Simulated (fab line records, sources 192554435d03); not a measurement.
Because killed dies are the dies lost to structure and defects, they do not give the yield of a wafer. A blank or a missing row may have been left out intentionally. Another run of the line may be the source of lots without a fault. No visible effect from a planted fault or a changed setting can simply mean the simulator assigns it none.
Split-lot trial || flow n5Finfet || on a route of 1938 steps: 7 lots, 21 wafers read

## ABOUT THE SPLIT
At N5_BEOL_M0_SAQP_ETCH_106 (etches SOC in N2/H2, stops on SiNx, target depth 150 nm), the setting targetDepthA was moved away from the recipe's 1500 angstrom on 7 of the 21 wafers read, by -10.1% to +11.7%. All remaining wafers had this setting at the recipe value.

Reading taken at the split's own step.

## THE READING
SOC_of_BEOL_M0_SAQP_COAT_105.thkNm (the simulator's own value, which no gauge read), in nm, at N5_BEOL_M0_SAQP_ETCH_106 (etches SOC in N2/H2, stops on SiNx, target depth 150 nm). There is no usual value for it anywhere in the file. The 14 wafers here that ran the recipe average 24.0 nm, standard deviation 1.4 nm.

{"wafer": "L075.1", "tool, chamber at the split": "rieDiel-03, 1", "targetDepthA as run, angstrom": 1500, "against the recipe": "recipe", "SOC_of_BEOL_M0_SAQP_COAT_105.thkNm, nm": 24.2, "against lot-mates on the recipe": "-"}
{"wafer": "L075.3", "tool, chamber at the split": "rieDiel-03, 0", "targetDepthA as run, angstrom": 1349, "against the recipe": "-10.1%", "SOC_of_BEOL_M0_SAQP_COAT_105.thkNm, nm": 33.6, "against lot-mates on the recipe": "+9.4"}
{"wafer": "L075.4", "tool, chamber at the split": "rieDiel-03, 3", "targetDepthA as run, angstrom": 1349, "against the recipe": "-10.1%", "SOC_of_BEOL_M0_SAQP_COAT_105.thkNm, nm": 31.8, "against lot-mates on the recipe": "+7.6"}
{"wafer": "L083.1", "tool, chamber at the split": "rieDiel-03, 1", "targetDepthA as run, angstrom": 1676, "against the recipe": "+11.7%", "SOC_of_BEOL_M0_SAQP_COAT_105.thkNm, nm": 15.4, "against lot-mates on the recipe": -9.1}
{"wafer": "L083.2", "tool, chamber at the split": "rieDiel-03, 2", "targetDepthA as run, angstrom": 1500, "against the recipe": "recipe", "SOC_of_BEOL_M0_SAQP_COAT_105.thkNm, nm": 24.6, "against lot-mates on the recipe": "-"}
{"wafer": "L083.6", "tool, chamber at the split": "rieDiel-03, 2", "targetDepthA as run, angstrom": 1500, "against the recipe": "recipe", "SOC_of_BEOL_M0_SAQP_COAT_105.thkNm, nm": 24.4, "against lot-mates on the recipe": "-"}
{"wafer": "L084.3", "tool, chamber at the split": "rieDiel-04, 0", "targetDepthA as run, angstrom": 1500, "against the recipe": "recipe", "SOC_of_BEOL_M0_SAQP_COAT_105.thkNm, nm": 24.6, "against lot-mates on the recipe": "-"}
{"wafer": "L084.4", "tool, chamber at the split": "rieDiel-04, 1", "targetDepthA as run, angstrom": 1500, "against the recipe": "recipe", "SOC_of_BEOL_M0_SAQP_COAT_105.thkNm, nm": 22.6, "against lot-mates on the recipe": "-"}
{"wafer": "L084.6", "tool, chamber at the split": "rieDiel-04, 1", "targetDepthA as run, angstrom": 1500, "against the recipe": "recipe", "SOC_of_BEOL_M0_SAQP_COAT_105.thkNm, nm": 23.6, "against lot-mates on the recipe": "-"}
{"wafer": "L089.1", "tool, chamber at the split": "rieDiel-02, 2", "targetDepthA as run, angstrom": 1500, "against the recipe": "recipe", "SOC_of_BEOL_M0_SAQP_COAT_105.thkNm, nm": 21.6, "against lot-mates on the recipe": "-"}
{"wafer": "L089.2", "tool, chamber at the split": "rieDiel-02, 3", "targetDepthA as run, angstrom": 1500, "against the recipe": "recipe", "SOC_of_BEOL_M0_SAQP_COAT_105.thkNm, nm": 22, "against lot-mates on the recipe": "-"}
{"wafer": "L089.4", "tool, chamber at the split": "rieDiel-02, 0", "targetDepthA as run, angstrom": 1500, "against the recipe": "recipe", "SOC_of_BEOL_M0_SAQP_COAT_105.thkNm, nm": 26.8, "against lot-mates on the recipe": "-"}
{"wafer": "L091.4", "tool, chamber at the split": "rieDiel-04, 0", "targetDepthA as run, angstrom": 1443, "against the recipe": "-3.8%", "SOC_of_BEOL_M0_SAQP_COAT_105.thkNm, nm": 28.2, "against lot-mates on the recipe": "+3.6"}
{"wafer": "L091.5", "tool, chamber at the split": "rieDiel-04, 3", "targetDepthA as run, angstrom": 1500, "against the recipe": "recipe", "SOC_of_BEOL_M0_SAQP_COAT_105.thkNm, nm": 24, "against lot-mates on the recipe": "-"}
{"wafer": "L091.6", "tool, chamber at the split": "rieDiel-04, 2", "targetDepthA as run, angstrom": 1500, "against the recipe": "recipe", "SOC_of_BEOL_M0_SAQP_COAT_105.thkNm, nm": 25.2, "against lot-mates on the recipe": "-"}
{"wafer": "L095.3", "tool, chamber at the split": "rieDiel-03, 1", "targetDepthA as run, angstrom": 1500, "against the recipe": "recipe", "SOC_of_BEOL_M0_SAQP_COAT_105.thkNm, nm": 24.8, "against lot-mates on the recipe": "-"}
{"wafer": "L095.4", "tool, chamber at the split": "rieDiel-03, 2", "targetDepthA as run, angstrom": 1656, "against the recipe": "+10.4%", "SOC_of_BEOL_M0_SAQP_COAT_105.thkNm, nm": 17.4, "against lot-mates on the recipe": -7.8}
{"wafer": "L095.5", "tool, chamber at the split": "rieDiel-03, 2", "targetDepthA as run, angstrom": 1500, "against the recipe": "recipe", "SOC_of_BEOL_M0_SAQP_COAT_105.thkNm, nm": 25.6, "against lot-mates on the recipe": "-"}
{"wafer": "L097.2", "tool, chamber at the split": "rieDiel-02, 3", "targetDepthA as run, angstrom": 1500, "against the recipe": "recipe", "SOC_of_BEOL_M0_SAQP_COAT_105.thkNm, nm": 22.2, "against lot-mates on the recipe": "-"}
{"wafer": "L097.4", "tool, chamber at the split": "rieDiel-02, 2", "targetDepthA as run, angstrom": 1449, "against the recipe": "-3.4%", "SOC_of_BEOL_M0_SAQP_COAT_105.thkNm, nm": 24.4, "against lot-mates on the recipe": "+2.2"}
{"wafer": "L097.5", "tool, chamber at the split": "rieDiel-02, 3", "targetDepthA as run, angstrom": 1449, "against the recipe": "-3.4%", "SOC_of_BEOL_M0_SAQP_COAT_105.thkNm, nm": 25, "against lot-mates on the recipe": "+2.8"}

THE FIT
A straight line over all 21 wafers: SOC_of_BEOL_M0_SAQP_COAT_105.thkNm changes by -0.751 nm for each +1% of targetDepthA; r = -0.93; the points scatter about the line by 1.5 nm.
The same after taking each lot's own level away (the mean of its wafers on the recipe; 21 wafers): -0.8 nm for each +1%; r = -0.97; scatter 1.1 nm.
According to that fit, moving targetDepthA by its largest amount changes the reading by 9.4 nm.
From 22.20 to 25.20 nm: that is the span of the lots' own levels, equal to 2.1 times the standard deviation above.
So the lot-to-lot level changes the slope little: the two slopes agree.
Check: -9.41 nm against its lot-mates is what the line predicts for one of the wafers moved furthest among these (+11.7%) when that wafer is left out of the fit. Against them it came out at -9.1 nm.

## OTHER SPLITS ON THESE WAFERS
Note: prior to the reading, these wafers also went through further splits. Each is held against what the fit with the lots' levels taken away leaves over:
{"other split on the same wafers": "N5_MOL_CONTACT_COAG_EXPOSE_05 doseMj", "wafers away from the commonest value": 4, "r with SOC_of_BEOL_M0_SAQP_COAT_105.thkNm (lot level and that fit taken away)": -0.32}
{"other split on the same wafers": "N5_MOL_CONTACT_COAG_ETCH_106 sourceW", "wafers away from the commonest value": 8, "r with SOC_of_BEOL_M0_SAQP_COAT_105.thkNm (lot level and that fit taken away)": "+0.04"}
{"other split on the same wafers": "N5_MOL_CONTACT_COAG_PECVD_31 tempC", "wafers away from the commonest value": 6, "r with SOC_of_BEOL_M0_SAQP_COAT_105.thkNm (lot level and that fit taken away)": "+0.18"}
{"other split on the same wafers": "N5_BEOL_M0_SAQP_PECVD_04 timeS", "wafers away from the commonest value": 3, "r with SOC_of_BEOL_M0_SAQP_COAT_105.thkNm (lot level and that fit taken away)": "+0.00"}

## FILE'S OWN FIT
SOC_of_BEOL_M0_SAQP_COAT_105.thkNm changes by -0.792 nm for each +1% of targetDepthA, r = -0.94.
